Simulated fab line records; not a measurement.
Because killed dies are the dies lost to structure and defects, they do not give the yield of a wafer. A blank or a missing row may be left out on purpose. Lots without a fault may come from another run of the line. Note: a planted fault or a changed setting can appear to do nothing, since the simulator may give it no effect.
fab line records ; flow n5Finfet ; part 1 of 2: steps 1 to 24 of 34
[record] lots = 5; wafers = 15; lastDay = 19
route steps=1938 shown BEOL_M12@1625
lots that met no fault: taken from a fault-free run of the same line
startH: the number of hours between the record's first day and the start of the first shown wafer of the lot ; waitH: how many hours have passed since the lot's step before this one ; " as in the row above ; L1.1+2: a single row standing in for several wafers ; - value missing, or start not given ; * or withheld: withheld ; < > ~ a bound
route shown NAME@n: names a module that has steps shown in the file, with the first one's number in the route ; usual: the fault-free wafers' mean and standard deviation ; same: alike in all rows ; chamber/n: place in a boat ; sites: the reading at each site ; _std_site: the standard deviation of these ; _edge_site: mean of outer sites minus mean of inner sites ; radiusMm: how far each site lies from the wafer's centre ; mask NAME#n: copy n ; behind: tool/chamber where the wafer was last shaped ; hold: the reason the lot was held/the length of the hold in hours/how it ended ; device: names the non-switching transistor (n, p or np) ; end of line: tests of these same wafers at the route's end ; step lacking rows: just its recipe ; killed: dies lost to structure and defects at the first sort, not the wafer's yield ; map: a wafer's dies, x killed, . not, _ none there
set.NAME: setting as actually run; set.NAME@STEP: the setting as run at that earlier step ; model.NAME: the simulator's own value behind a step, which no gauge read
certain route steps with their lots: each step a table, each wafer a row
services: a tool's chamber out of use, with start hour (startH, from the record's first day; less than 0 if before it), hours out, and reason
[[steps]]
[step N5_BEOL_M12_COAT_22]
[recipe] spinRpm = 2888; resistThkNm = 300
[usual] dispensePressureKPa = 48.4/3; spinSpeedRpm = 2888.1/1.9
lot.wafer;tool;chamber;startH;waitH;dispensePressureKPa;spinSpeedRpm
L078.2;lithoTrack-02;0;-;-;44.2;2892.2
L078.3;lithoTrack-02;0;-;-;44.1;2890.8
L078.5;lithoTrack-02;0;-;-;44.1;2887.8
L081.1;lithoTrack-04;0;-;-;50.2;2889.3
L081.3;lithoTrack-04;0;-;-;50.2;2889.2
L081.5;lithoTrack-04;0;-;-;50.2;2889.8
L083.3;lithoTrack-02;0;-;-;44.1;2885.8
L083.4;lithoTrack-02;0;-;-;44.2;2887.7
L083.6;lithoTrack-02;0;-;-;44.2;2888.8
L086.1;lithoTrack-04;0;-;-;50.3;2888.2
L086.3;lithoTrack-04;0;-;-;50.2;2889.0
L086.6;lithoTrack-04;0;-;-;50.2;2887.7
L097.2;lithoTrack-02;0;-;-;44.1;2885.7
L097.4;lithoTrack-02;0;-;-;44.1;2889.4
L097.5;lithoTrack-02;0;-;-;44.1;2886.4
[step N5_BEOL_M12_EBR_24]
[recipe] solvent = PGMEA; ebrWidthMm = 1.5
lot.wafer;tool;chamber;startH;waitH
L078.2+3+5;lithoTrack-02;0;-;-
L081.1+3+5;lithoTrack-04;0;-;-
L083.3+4+6;lithoTrack-02;0;-;-
L086.1+3+6;lithoTrack-04;0;-;-
L097.2+4+5;lithoTrack-02;0;-;-
[step N5_BEOL_M12_SOFTBAKE_23]
[recipe] tempC = 130; timeS = 60
lot.wafer;tool;chamber;startH;waitH
L078.2+3+5;lithoTrack-02;0;-;-
L081.1+3+5;lithoTrack-04;0;-;-
L083.3+4+6;lithoTrack-02;0;-;-
L086.1+3+6;lithoTrack-04;0;-;-
L097.2+4+5;lithoTrack-02;0;-;-
[step N5_BEOL_M12_EXPOSE_25]
[recipe] maskId = M12; na = 0.93; sourceShape = conventional; sigmaOuter = 0.4; polarization = unpolarized; doseMj = 21.8
[same] na = 0.93
lot.wafer;tool;chamber;startH;waitH;mask
L078.2+3+5;krfScanner-01;0;293.71;-;M12#0
L081.1+3+5;krfScanner-02;0;306.39;-;M12#0
L083.3+4+6;krfScanner-01;0;327.73;-;M12#0
L086.1+3+6;krfScanner-01;0;346.41;-;M12#0
L097.2+4+5;krfScanner-02;0;410.15;-;M12#0
[step N5_BEOL_M12_PEB_26]
[recipe] pebTempC = 130; pebTimeS = 90
lot.wafer;tool;chamber;startH;waitH
L078.2+3+5;lithoTrack-04;0;293.76;0.0
L081.1+3+5;lithoTrack-04;0;306.44;0.1
L083.3+4+6;lithoTrack-04;0;327.78;0.0
L086.1+3+6;lithoTrack-04;0;346.46;0.1
L097.2+4+5;lithoTrack-01;0;410.20;0.0
[step N5_BEOL_M12_DEVELOP_27]
[recipe] developTimeS = 45; rinseLiquid = diw; dry = airSpin; devTempC = 21
[same] developTimeS = 45
lot.wafer;tool;chamber;startH;waitH
L078.2+3+5;lithoTrack-04;0;-;-
L081.1+3+5;lithoTrack-04;0;-;-
L083.3+4+6;lithoTrack-04;0;-;-
L086.1+3+6;lithoTrack-04;0;-;-
L097.2+4+5;lithoTrack-01;0;-;-
[step N5_BEOL_M12_HARDBAKE_32]
[recipe] tempC = 130; timeS = 120
lot.wafer;tool;chamber;startH;waitH
L078.2+3+5;lithoTrack-04;0;-;-
L081.1+3+5;lithoTrack-04;0;-;-
L083.3+4+6;lithoTrack-04;0;-;-
L086.1+3+6;lithoTrack-04;0;-;-
L097.2+4+5;lithoTrack-01;0;-;-
[step N5_BEOL_M12_CD_MEAS_28]
[recipe] targetCdNm = 160.2; landingEnergyEv = 500; detector = seInlens; polarity = opening
[usual] cdNm = 159.9/1.5
lot.wafer;tool;chamber;startH;waitH;cdNm
L078.2;cdSem-02;0;293.87;-;160.0
L078.3;cdSem-02;0;293.87;-;155.8
L078.5;cdSem-02;0;293.87;-;156.9
L081.1;cdSem-02;0;306.56;-;159.1
L081.3;cdSem-02;0;306.56;-;161.6
L081.5;cdSem-02;0;306.56;-;162.9
L083.3;cdSem-03;0;327.90;-;159.1
L083.4;cdSem-03;0;327.90;-;159.5
L083.6;cdSem-03;0;327.90;-;160.5
L086.1;cdSem-02;0;346.58;-;158.7
L086.3;cdSem-02;0;346.58;-;161.5
L086.6;cdSem-02;0;346.58;-;163.1
L097.2;cdSem-02;0;410.32;-;160.2
L097.4;cdSem-02;0;410.32;-;162.1
L097.5;cdSem-02;0;410.32;-;160.1
[step N5_BEOL_M12_OVL_MEAS_29]
[recipe] pointsPerWafer = 44
[usual] M12_OVL = 0/5
lot.wafer;tool;chamber;startH;waitH;M12_OVL[nm]
L078.2;overlay-01;0;293.90;0.0;3
L078.3;overlay-01;0;293.90;0.0;6
L078.5;overlay-01;0;293.90;0.0;-3
L081.1;overlay-02;0;306.59;0.0;2
L081.3;overlay-02;0;306.59;0.0;5
L081.5;overlay-02;0;306.59;0.0;-5
L083.3;overlay-01;0;327.93;0.0;-5
L083.4;overlay-01;0;327.93;0.0;-6
L083.6;overlay-01;0;327.93;0.0;-5
L086.1;overlay-02;0;346.61;0.0;4
L086.3;overlay-02;0;346.61;0.0;0
L086.6;overlay-02;0;346.61;0.0;6
L097.2;overlay-01;0;410.35;0.0;6
L097.4;overlay-01;0;410.35;0.0;-1
L097.5;overlay-01;0;410.35;0.0;4
[step N5_BEOL_M12_INSPECT_30]
[recipe] mode = adi; inspectInstrument = macro
[usual] rawDefectCount = 2.2/1.4
lot.wafer;tool;chamber;startH;waitH;rawDefectCount
L078.2;defectInspect-01;-;293.93;0.0;3
L078.3;defectInspect-01;-;293.93;0.0;4
L078.5;defectInspect-01;-;293.93;0.0;4
L081.1;defectInspect-02;-;306.61;0.0;2
L081.3;defectInspect-02;-;306.61;0.0;2
L081.5;defectInspect-02;-;306.61;0.0;2
L083.3;defectInspect-01;-;327.95;0.0;0
L083.4;defectInspect-01;-;327.95;0.0;2
L083.6;defectInspect-01;-;327.95;0.0;2
L086.1;defectInspect-02;-;346.63;0.0;3
L086.3;defectInspect-02;-;346.63;0.0;1
L086.6;defectInspect-02;-;346.63;0.0;1
L097.2;defectInspect-01;-;410.37;0.0;0
L097.4;defectInspect-01;-;410.37;0.0;0
L097.5;defectInspect-01;-;410.37;0.0;2
[step N5_BEOL_M12_DESCUM_33]
[recipe] chemistry = O2; timeS = 7.9; sourcePowerW = 50; biasPowerW = 20; pressureMtorr = 20; rfFrequencyHz = 2.712e+07; tempC = 40; o2FlowSccm = 225
[usual] drypumpMotorCurrentA = 5.7/0.42; oesProductAu = 0.81/0.062; rfVppV = 243.4/1.7; showerheadPlenumPTorr = 2.11/0.1; throttleValvePct = 20.45/0.24
lot.wafer;tool;chamber;startH;waitH;drypumpMotorCurrentA;oesProductAu;rfHoursCounterH;rfVppV;showerheadPlenumPTorr;throttleValvePct
L078.2;rieDiel-03;1;294.49;0.6;5.4;0.83;92;244.1;2.19;20.47
L078.3;rieDiel-03;3;294.49;0.6;6.4;0.68;228;245.4;2.08;20.42
L078.5;rieDiel-03;1;294.49;0.6;5.4;0.81;-;244.3;2.19;20.47
L081.1;rieDiel-01;2;306.65;0.0;5.1;0.86;52;241.6;2.02;20.08
L081.3;rieDiel-01;3;306.65;0.0;6.5;0.82;76;245.0;2.22;20.77
L081.5;rieDiel-01;1;306.65;0.0;5.8;0.83;-;241.6;2.05;20.46
L083.3;rieDiel-05;3;327.98;0.0;5.5;0.87;32;243.3;2.13;20.44
L083.4;rieDiel-05;2;327.98;0.0;5.6;0.78;107;244.8;2.21;20.49
L083.6;rieDiel-05;3;327.98;0.0;5.5;0.87;-;243.4;2.13;20.43
L086.1;rieDiel-01;2;347.09;0.5;5.1;0.83;71;242.1;2.01;20.11
L086.3;rieDiel-01;3;347.09;0.5;6.4;0.80;95;244.9;2.21;20.79
L086.6;rieDiel-01;1;347.09;0.5;5.8;0.81;-;242.8;2.04;20.49
L097.2;rieDiel-01;2;410.51;0.1;5.1;0.81;96;242.4;2.01;20.14
L097.4;rieDiel-01;3;410.51;0.1;6.5;0.77;-;245.0;2.20;20.82
L097.5;rieDiel-01;1;410.51;0.1;5.9;0.78;-;241.1;2.03;20.54
[step N5_BEOL_M12_ETCH_67]
[recipe] chemistry = CF4; target = SiARC; targetDepthA = 1430; timeS = 238.3; ionEnergyEv = 80; pressureMtorr = 40; sourceW = 545; biasW = 36; Ar_flow_sccm = 100; cf4FlowSccm = 100; ends = cleared
[usual] drypumpMotorCurrentA = 5.7/0.42; etchRfOnTimeS = 236/6.2; oesProductAu = 0.70/0.051; rfVppV = 184.3/1.4; showerheadPlenumPTorr = 2.16/0.097; throttleValvePct = 15.59/0.21
lot.wafer;tool;chamber;startH;waitH;drypumpMotorCurrentA;etchRfOnTimeS;oesProductAu;rfHoursCounterH;rfVppV;showerheadPlenumPTorr;throttleValvePct
L078.2;rieDiel-03;1;294.52;0.0;5.5;233;0.71;92;185.0;2.24;15.57
L078.3;rieDiel-03;3;294.52;0.0;6.5;235;0.59;228;183.9;2.11;15.56
L078.5;rieDiel-03;1;294.52;0.0;5.5;233;0.71;-;185.3;2.24;15.58
L081.1;rieDiel-01;2;306.68;0.0;5.0;234;0.73;52;183.0;2.08;15.35
L081.3;rieDiel-01;3;306.68;0.0;6.5;229;0.71;77;185.4;2.27;15.91
L081.5;rieDiel-01;1;306.68;0.0;5.8;230;0.71;-;183.8;2.08;15.50
L083.3;rieDiel-05;3;328.02;0.0;5.5;231;0.75;32;184.6;2.19;15.62
L083.4;rieDiel-05;2;328.02;0.0;5.6;246;0.67;107;184.9;2.24;15.56
L083.6;rieDiel-05;3;328.02;0.0;5.5;233;0.76;-;185.0;2.19;15.62
L086.1;rieDiel-01;2;347.13;0.0;5.1;235;0.71;71;181.8;2.08;15.38
L086.3;rieDiel-01;3;347.13;0.0;6.5;230;0.70;95;185.6;2.27;15.94
L086.6;rieDiel-01;1;347.13;0.0;5.8;231;0.70;-;183.2;2.08;15.53
L097.2;rieDiel-01;2;410.55;0.0;5.1;237;0.69;96;184.5;2.07;15.43
L097.4;rieDiel-01;3;410.55;0.0;6.5;234;0.66;-;185.4;2.26;16.02
L097.5;rieDiel-01;1;410.55;0.0;5.8;233;0.68;-;183.4;2.07;15.59
[step N5_BEOL_M12_ETCH_68]
[recipe] chemistry = N2/H2; target = SOC; maskMaterial = SiARC; sourceW = 3000; biasW = 350; tempC = 40; timeS = 285; ionEnergyEv = 200; pressureMtorr = 30; n2FlowSccm = 200; h2FlowSccm = 200
[usual] drypumpMotorCurrentA = 5.7/0.42; h2FlowSccm = 200.1/0.56; oesProductAu = 0.81/0.061; rfVppV = 524/3.4; showerheadPlenumPTorr = 2.56/0.12; throttleValvePct = 17.75/0.26
lot.wafer;tool;chamber;startH;waitH;drypumpMotorCurrentA;h2FlowSccm;oesProductAu;rfHoursCounterH;rfVppV;showerheadPlenumPTorr;throttleValvePct
L078.2;rieDiel-03;1;294.67;0.1;5.5;199.6;0.82;92;528;2.70;17.98
L078.3;rieDiel-03;3;294.67;0.1;6.4;200.9;0.69;228;522;2.49;17.53
L078.5;rieDiel-03;1;294.67;0.1;5.5;199.7;0.82;-;528;2.70;17.98
L081.1;rieDiel-01;2;306.83;0.1;5.1;200.8;0.86;52;520;2.46;17.32
L081.3;rieDiel-01;3;306.83;0.1;6.4;198.9;0.82;77;526;2.67;17.89
L081.5;rieDiel-01;1;306.83;0.1;5.8;200.2;0.82;-;521;2.48;17.86
L083.3;rieDiel-05;3;328.16;0.1;5.5;200.2;0.87;32;525;2.60;17.74
L083.4;rieDiel-05;2;328.16;0.1;5.7;199.5;0.80;107;528;2.65;17.65
L083.6;rieDiel-05;3;328.16;0.1;5.5;201.0;0.88;-;526;2.60;17.74
L086.1;rieDiel-01;2;347.28;0.1;5.1;200.9;0.85;71;523;2.45;17.34
L086.3;rieDiel-01;3;347.28;0.1;6.5;199.5;0.81;95;528;2.67;17.91
L086.6;rieDiel-01;1;347.28;0.1;5.9;199.6;0.81;-;522;2.47;17.88
L097.2;rieDiel-01;2;410.70;0.1;5.1;200.6;0.81;96;521;2.44;17.38
L097.4;rieDiel-01;3;410.70;0.1;6.5;201.0;0.77;-;527;2.65;17.96
L097.5;rieDiel-01;1;410.70;0.1;5.9;199.2;0.78;-;520;2.46;17.95
[step N5_BEOL_M12_STRIP_69]
[recipe] chemistry = N2/H2; tempC = 40; n2FlowSccm = 200; h2FlowSccm = 200; rfFrequencyHz = 6e+07
lot.wafer;tool;chamber;startH;waitH
L078.2+3+5;rieDiel-03;1,3,1;294.84;0.1
L081.1+3+5;rieDiel-01;2,3,1;307.00;0.1
L083.3+4+6;rieDiel-05;3,2,3;328.34;0.1
L086.1+3+6;rieDiel-01;2,3,1;347.45;0.1
L097.2+4+5;rieDiel-01;2,3,1;410.87;0.1
[step N5_BEOL_M12_TRENCH_ETCH_34]
[recipe] chemistry = C4F8/O2/Ar; target = SiOC; targetDepthA = 3189.5; maskMaterial = SOC; pressureMtorr = 30; sourceW = 3000; biasW = 700; Ar_flow_sccm = 400; C4F8_flow_sccm = 15; O2_flow_sccm = 8; heInnerTorr = 15; heOuterTorr = 30; timeS = 125.5; ionEnergyEv = 250
[usual] drypumpMotorCurrentA = 5.8/0.42; heOuterTorr = 30.01/0.059; oesProductAu = 0.81/0.061; rfVppV = 666/4.3; showerheadPlenumPTorr = 3.44/0.15; throttleValvePct = 24.19/0.26
lot.wafer;tool;chamber;startH;waitH;drypumpMotorCurrentA;heOuterTorr;oesProductAu;rfHoursCounterH;rfVppV;showerheadPlenumPTorr;throttleValvePct
L078.2;rieDiel-03;1;294.85;0.0;5.4;30.04;0.82;92;670;3.58;24.31
L078.3;rieDiel-03;3;294.85;0.0;6.4;29.89;0.68;228;663;3.36;23.95
L078.5;rieDiel-03;1;294.85;0.0;5.4;30.01;0.82;-;671;3.58;24.31
L081.1;rieDiel-01;2;307.01;0.0;5.1;30.01;0.86;52;662;3.31;23.84
L081.3;rieDiel-01;3;307.01;0.0;6.5;30.06;0.83;77;669;3.62;24.63
L081.5;rieDiel-01;1;307.01;0.0;5.8;29.97;0.82;-;663;3.32;24.09
L083.3;rieDiel-05;3;328.35;0.0;5.5;30.09;0.87;32;667;3.49;24.26
L083.4;rieDiel-05;2;328.35;0.0;5.6;30.02;0.79;107;670;3.55;24.08
L083.6;rieDiel-05;3;328.35;0.0;5.5;29.95;0.87;-;667;3.49;24.25
L086.1;rieDiel-01;2;347.46;0.0;5.1;29.94;0.84;71;662;3.30;23.85
L086.3;rieDiel-01;3;347.46;0.0;6.5;30.02;0.81;95;671;3.61;24.66
L086.6;rieDiel-01;1;347.46;0.0;5.8;30.07;0.81;-;662;3.31;24.14
L097.2;rieDiel-01;2;410.88;0.0;5.1;29.95;0.80;96;662;3.29;23.88
L097.4;rieDiel-01;3;410.88;0.0;6.5;29.95;0.77;-;670;3.60;24.67
L097.5;rieDiel-01;1;410.88;0.0;5.8;29.98;0.78;-;662;3.30;24.18
[step N5_BEOL_M12_STRIP_70]
[recipe] chemistry = C4F8/O2/Ar; resist = SiARC; rfFrequencyHz = 6e+07
lot.wafer;tool;chamber;startH;waitH
L078.2+3+5;rieDiel-03;1,3,1;294.97;0.1
L081.1+3+5;rieDiel-01;2,3,1;307.12;0.1
L083.3+4+6;rieDiel-05;3,2,3;328.46;0.1
L086.1+3+6;rieDiel-01;2,3,1;347.57;0.1
L097.2+4+5;rieDiel-01;2,3,1;410.99;0.1
[step N5_BEOL_M12_OCD_MEAS_35]
[usual] trenchDepthNm = 319/3.3
lot.wafer;tool;chamber;startH;waitH;trenchDepthNm
L078.2;ocd-02;-;295.01;0.0;317
L078.3;ocd-02;-;295.01;0.0;319
L078.5;ocd-02;-;295.01;0.0;321
L081.1;ocd-01;-;307.16;0.0;320
L081.3;ocd-01;-;307.16;0.0;318
L081.5;ocd-01;-;307.16;0.0;319
L083.3;ocd-01;-;328.50;0.0;317
L083.4;ocd-01;-;328.50;0.0;313
L083.6;ocd-01;-;328.50;0.0;317
L086.1;ocd-02;-;347.61;0.0;323
L086.3;ocd-02;-;347.61;0.0;322
L086.6;ocd-02;-;347.61;0.0;318
L097.2;ocd-02;-;411.03;0.0;318
L097.4;ocd-02;-;411.03;0.0;314
L097.5;ocd-02;-;411.03;0.0;318
[step N5_BEOL_M12_STRIP_37]
[recipe] chemistry = N2/H2; powerW = 1000; tempC = 250; h2Frac = 0.65; overashFraction = 0.3; pressureMtorr = withheld; n2FlowSccm = 1750; h2FlowSccm = 3250
[usual] drypumpMotorCurrentA = 6.08/0.12; h2FlowSccm = 3251/8.9; heaterPowerW = 317/31; oesProductAu = 0.791/0.01
lot.wafer;tool;chamber;startH;waitH;drypumpMotorCurrentA;h2FlowSccm;heaterPowerW;oesProductAu;rfHoursCounterH
L078.2;plasmaAsher-01;0;295.05;0.0;6.26;3244;287;0.788;80
L078.3;plasmaAsher-01;0;295.05;0.0;6.27;3255;289;0.797;-
L078.5;plasmaAsher-01;0;295.05;0.0;6.27;3259;289;0.805;-
L081.1;plasmaAsher-01;0;307.20;0.0;6.25;3240;284;0.806;82
L081.3;plasmaAsher-01;1;307.20;0.0;5.94;3248;349;0.783;-
L081.5;plasmaAsher-01;1;307.20;0.0;5.97;3236;355;0.771;-
L083.3;plasmaAsher-02;0;328.91;0.4;6.03;3243;281;0.793;-
L083.4;plasmaAsher-02;1;328.91;0.4;6.14;3256;334;0.788;-
L083.6;plasmaAsher-02;1;328.91;0.4;6.15;3253;336;0.797;-
L086.1;plasmaAsher-01;0;347.65;0.0;6.29;3252;287;0.780;87
L086.3;plasmaAsher-01;0;347.65;0.0;6.28;3247;285;0.783;-
L086.6;plasmaAsher-01;1;347.65;0.0;5.92;3258;345;0.798;-
L097.2;plasmaAsher-02;0;411.07;0.0;6.02;3246;286;0.809;159
L097.4;plasmaAsher-02;1;411.07;0.0;6.13;3265;344;0.773;-
L097.5;plasmaAsher-02;0;411.07;0.0;6.00;3238;288;0.793;-
[step N5_BEOL_M12_ETCH_38]
[recipe] chemistry = CF4/N2; target = SiCN; targetDepthA = 687; taperDeg = 2; timeS = 73.4; ionEnergyEv = 150; maskMaterial = SiO2; pressureMtorr = 40; sourceW = 430; biasW = 70; Ar_flow_sccm = 100; cf4FlowSccm = 60; n2FlowSccm = 60
[usual] drypumpMotorCurrentA = 5.7/0.41; oesProductAu = 0.82/0.056; rfVppV = 382.6/2.5; showerheadPlenumPTorr = 2.22/0.1; throttleValvePct = 15.43/0.21
lot.wafer;tool;chamber;startH;waitH;drypumpMotorCurrentA;oesProductAu;rfHoursCounterH;rfVppV;showerheadPlenumPTorr;throttleValvePct
L078.2;rieDiel-03;3;295.18;-;6.5;0.69;228;381.3;2.17;15.39
L078.3;rieDiel-03;1;295.18;-;5.5;0.83;92;386.8;2.31;15.47
L078.5;rieDiel-03;1;295.18;-;5.5;0.83;-;384.1;2.31;15.45
L081.1;rieDiel-01;2;307.50;-;5.1;0.87;52;382.2;2.14;15.15
L081.3;rieDiel-01;1;307.50;-;5.8;0.84;104;381.0;2.15;15.33
L081.5;rieDiel-01;1;307.50;-;5.8;0.84;-;380.6;2.15;15.33
L083.3;rieDiel-03;3;329.94;-;6.4;0.68;242;381.7;2.17;15.41
L083.4;rieDiel-03;3;329.94;-;6.5;0.68;-;380.0;2.17;15.40
L083.6;rieDiel-03;2;329.94;-;5.6;0.87;-;386.5;2.34;15.32
L086.1;rieDiel-01;1;348.72;-;5.9;0.82;120;383.1;2.14;15.37
L086.3;rieDiel-01;3;348.72;-;6.5;0.82;96;386.2;2.33;15.74
L086.6;rieDiel-01;2;348.72;-;5.1;0.84;-;381.0;2.13;15.18
L097.2;rieDiel-05;1;411.53;-;5.6;0.79;98;381.1;2.15;15.47
L097.4;rieDiel-05;2;411.53;-;5.7;0.76;134;384.2;2.29;15.41
L097.5;rieDiel-05;0;411.53;-;5.5;0.72;-;378.1;2.01;15.87
[step N5_BEOL_M12_PRECLEAN_39]
[recipe] chemistry = residueRemover; timeS = 60; tempC = 40
lot.wafer;tool;chamber;startH;waitH
L078.2+3+5;wetBench-03;0,7,3;295.31;0.1
L081.1+3+5;wetBench-03;2,3,1;307.67;0.1
L083.3+4+6;wetBench-03;4,5,2;330.07;0.1
L086.1+3+6;wetBench-03;5,1,4;348.85;0.1
L097.2+4+5;wetBench-02;5,6,7;411.66;0.1
[step N5_BEOL_M12_SRD_40]
[recipe] timeS = 30; tempC = 23; rinseLiquid = diw; dry = n2Spin; spinRpm = 1500; dryTimeS = 30
lot.wafer;tool;chamber;startH;waitH
L078.2+3+5;wetBench-03;0,7,3;295.33;0.0
L081.1+3+5;wetBench-03;2,3,1;307.69;0.0
L083.3+4+6;wetBench-03;4,5,2;330.09;0.0
L086.1+3+6;wetBench-03;5,1,4;348.87;0.0
L097.2+4+5;wetBench-02;5,6,7;411.68;0.0
[step N5_BEOL_M12_DEGAS_41]
[recipe] ambient = vacuum; tempC = 250; timeS = 60
[usual] heaterPowerW = 312/36
lot.wafer;tool;chamber;startH;waitH;heaterPowerW
L078.2;pvdSputter-02;-;296.04;0.7;263
L078.3;pvdSputter-02;-;296.04;0.7;320
L078.5;pvdSputter-02;-;296.04;0.7;260
L081.1;pvdSputter-03;-;309.61;1.9;341
L081.3;pvdSputter-03;-;309.61;1.9;304
L081.5;pvdSputter-03;-;309.61;1.9;337
L083.3;pvdSputter-01;-;330.22;0.1;271
L083.4;pvdSputter-01;-;330.22;0.1;386
L083.6;pvdSputter-01;-;330.22;0.1;302
L086.1;pvdSputter-01;-;350.24;1.4;354
L086.3;pvdSputter-01;-;350.24;1.4;261
L086.6;pvdSputter-01;-;350.24;1.4;384
L097.2;pvdSputter-01;-;413.73;2.0;364
L097.4;pvdSputter-01;-;413.73;2.0;262
L097.5;pvdSputter-01;-;413.73;2.0;392
[step N5_BEOL_M12_PRE_CLEAN_42]
[recipe] gas = H2/He; timeS = 30; tempC = 250
[usual] heaterPowerW = 312/36
lot.wafer;tool;chamber;startH;waitH;heaterPowerW
L078.2;pvdSputter-02;-;296.08;0.0;265
L078.3;pvdSputter-02;-;296.08;0.0;316
L078.5;pvdSputter-02;-;296.08;0.0;255
L081.1;pvdSputter-03;-;309.65;0.0;327
L081.3;pvdSputter-03;-;309.65;0.0;300
L081.5;pvdSputter-03;-;309.65;0.0;330
L083.3;pvdSputter-01;-;330.26;0.0;267
L083.4;pvdSputter-01;-;330.26;0.0;386
L083.6;pvdSputter-01;-;330.26;0.0;305
L086.1;pvdSputter-01;-;350.28;0.0;362
L086.3;pvdSputter-01;-;350.28;0.0;267
L086.6;pvdSputter-01;-;350.28;0.0;373
L097.2;pvdSputter-01;-;413.77;0.0;356
L097.4;pvdSputter-01;-;413.77;0.0;262
L097.5;pvdSputter-01;-;413.77;0.0;386
[step N5_BEOL_M12_SPUTTER_43]
[recipe] material = TaN; targetThkA = 150; tempC = 50; biasV = 168.6; powerW = 15000; chamberPressurePa = 0.12; timeS = 24.19
[usual] throttleValvePct = 30.1/1.3
lot.wafer;tool;chamber;startH;waitH;throttleValvePct
L078.2;pvdSputter-02;-;296.12;0.0;31.0
L078.3;pvdSputter-02;-;296.12;0.0;28.2
L078.5;pvdSputter-02;-;296.12;0.0;31.1
L081.1;pvdSputter-03;-;309.69;0.0;27.9
L081.3;pvdSputter-03;-;309.69;0.0;30.9
L081.5;pvdSputter-03;-;309.69;0.0;28.1
L083.3;pvdSputter-01;-;330.30;0.0;31.4
L083.4;pvdSputter-01;-;330.30;0.0;29.2
L083.6;pvdSputter-01;-;330.30;0.0;30.5
L086.1;pvdSputter-01;-;350.32;0.0;33.3
L086.3;pvdSputter-01;-;350.32;0.0;31.1
L086.6;pvdSputter-01;-;350.32;0.0;29.6
L097.2;pvdSputter-01;-;413.81;0.0;33.2
L097.4;pvdSputter-01;-;413.81;0.0;31.1
L097.5;pvdSputter-01;-;413.81;0.0;29.3
